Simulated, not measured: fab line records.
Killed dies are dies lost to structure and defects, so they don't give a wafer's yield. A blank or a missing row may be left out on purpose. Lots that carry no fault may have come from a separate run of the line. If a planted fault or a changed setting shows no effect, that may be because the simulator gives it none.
Which tool did it?	flow nand-harc	15 lots, 45 wafers sampled, at 2 steps of a route of 1302

WHAT EACH GAUGE READ, for each wafer
NHARC_A_ONON_D2_THK_MEAS_02: measures by ellipsometry.
lot	measured	on	thk-nm (nm)
L796	day 12 08:04	film-metro-01	990 990 990
L798	day 13 11:10	film-metro-02	1009 1007 1008
L799	day 13 11:34	film-metro-01	1003 1003 1005
L804	day 15 23:07	film-metro-02	989 991 990
L806	day 16 18:20	film-metro-01	1010 1008 1010
L809	day 18 18:08	film-metro-01	997 996 995
L811	day 18 18:10	film-metro-02	998 997 999
L810	day 18 18:17	film-metro-01	1013 1013 1013
L812	day 19 07:40	film-metro-01	1003 1003 1004
L813	day 19 18:04	film-metro-01	990 991 990
L814	day 20 05:01	film-metro-01	1007 1008 1007
L816	day 20 17:10	film-metro-01	1003 1005 1004
L817	day 21 01:31	film-metro-01	1012 1011 1010
L818	day 21 17:55	film-metro-02	1016 1015 1015
L819	day 22 09:29	film-metro-01	986 984 986

NHARC_A_ONON_D2_THK_MEAS_18: measures by ellipsometry.
lot	measured	on	thk-nm (nm)
L796	day 12 17:47	film-metro-02	991 991 990
L798	day 13 20:46	film-metro-02	988 989 988
L799	day 13 20:46	film-metro-01	1002 1001 1003
L804	day 16 09:10	film-metro-01	991 994 995
L806	day 17 07:36	film-metro-01	1005 1003 1002
L809	day 19 04:26	film-metro-02	1005 1004 1005
L811	day 19 04:26	film-metro-02	1003 1005 1005
L810	day 19 04:26	film-metro-01	1005 1005 1004
L812	day 19 18:00	film-metro-01	988 988 989
L813	day 20 04:04	film-metro-02	996 996 996
L814	day 20 14:38	film-metro-02	1007 1009 1009
L816	day 21 10:37	film-metro-02	1009 1009 1008
L817	day 21 10:37	film-metro-02	1012 1013 1012
L818	day 22 03:35	film-metro-01	1003 1003 1004
L819	day 22 20:14	film-metro-02	998 997 998

EACH LOT AND THE TOOL THAT RAN IT (in order: tool; ch and the chambers of the sampled wafers; start)
The record shows no process step preceding these readings.

WHAT THE TOOLS THEMSELVES READ (means of the sampled wafers that have a number; where no wafer has one, the mark that the record gives instead)
The record holds no such reading with a usual standard deviation.

THE ANSWER, worked out from the rows above alone
Rule: the lots themselves supply what counts as usual. The widest of any qualifying gaps counts: lots, ordered by their means at a reading, are off when they make up no more than a third of the lots, leave a main group of 4 or more, and stand apart from it by 3 or more times the standard deviation of that group's means. The tables above print the reading to a certain number of digits; a main group whose means all agree to those digits is not used. A lot without any number at a reading at which 4 lots or more have one is off too. Where the step has rows for the other lots, those lots are counted as sound. After the gauges, taken in route order, come the tools' own readings; for these a lot's mean is taken, as printed above. The first step at which some lot is off is used, and at that step the reading that is off furthest; a lot without a number counts as furthest.
No lot is off at any reading shown: from this, nothing can be told.

WHAT THE SIMULATOR HAD PUT IN
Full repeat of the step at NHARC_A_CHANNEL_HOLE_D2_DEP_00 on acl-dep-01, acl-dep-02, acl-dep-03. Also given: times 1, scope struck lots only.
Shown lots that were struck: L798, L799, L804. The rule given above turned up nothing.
